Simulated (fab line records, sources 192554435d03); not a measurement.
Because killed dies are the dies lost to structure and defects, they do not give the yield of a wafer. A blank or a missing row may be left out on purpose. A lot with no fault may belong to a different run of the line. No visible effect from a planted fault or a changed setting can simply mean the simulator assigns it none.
Chamber matching -- flow n5_finfet -- 3 sister chambers for N5_BEOL_M9_DEP_56 on pecvd-02
The step deposits SiCN from 3MS/NH3, target thk 15 nm, time 26.5 s. 18 wafers are shown with their chamber, then 9 later ones without.

## EACH WAFER AND ITS CHAMBER
wafer,chamber,throttle_valve_pct (%),showerhead_plenum_p_Torr (Torr)
L075.2,1,9.2,3.668
L075.4,1,9.2,3.659
L075.6,1,9.2,3.660
L074.4,1,9.2,3.651
L074.5,2,8.3,3.672
L074.6,1,9.3,3.660
L081.3,2,8.5,3.663
L081.4,0,8.9,3.671
L081.5,1,9.4,3.663
L082.2,1,9.2,3.654
L082.3,2,8.8,3.671
L082.5,0,8.3,3.664
L084.1,0,8.8,3.678
L084.3,2,9.0,3.665
L084.6,2,8.9,3.661
L092.2,2,8.7,3.663
L092.5,0,8.8,3.679
L092.6,1,9.3,3.659

SIGNATURES, as means of the wafers listed above
reading,chamber 0,chamber 1,chamber 2,scatter within a chamber
throttle_valve_pct,8.700,9.250,8.700,0.2
showerhead_plenum_p_Torr,3.67300,3.65925,3.66583,0.00541
Rule: for each reading, subtract the chamber's mean from the wafer's reading, divide by that reading's scatter and square the result; add these up over the readings and take the root, which gives the wafer's distance from the chamber. The wafer belongs to the nearest chamber; if the next one is less than 2 further off, it can't be placed. The scatter: the root of (the sum of the squares of (reading less its chamber's mean) over the shown wafers, divided by (wafers less chambers)).

## WAFERS WHOSE CHAMBER IS MISSING
wafer,throttle_valve_pct (%),showerhead_plenum_p_Torr (Torr)
L095.2,9.3,3.656
L095.3,8.7,3.670
L095.5,8.6,3.670
L094.1,8.7,3.660
L094.5,9.1,3.655
L094.6,8.8,3.673
L097.1,8.9,3.682
L097.2,9.5,3.654
L097.3,8.7,3.661

## CHAMBER TAKEN BY EACH
wafer,from the rows above,in truth
L095.2,1,1
L095.3,can't be placed: 0 or 2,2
L095.5,can't be placed: 0 or 2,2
L094.1,can't be placed: 2 or 0 or 1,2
L094.5,can't be placed: 1 or 2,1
L094.6,can't be placed: 0 or 2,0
L097.1,can't be placed: 0 or 2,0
L097.2,1,1
L097.3,can't be placed: 2 or 0 or 1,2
Correctly placed: 2 of 9. Not placeable from these rows: 7 (in 7, the candidates include the true chamber). Number placed wrongly: 0.
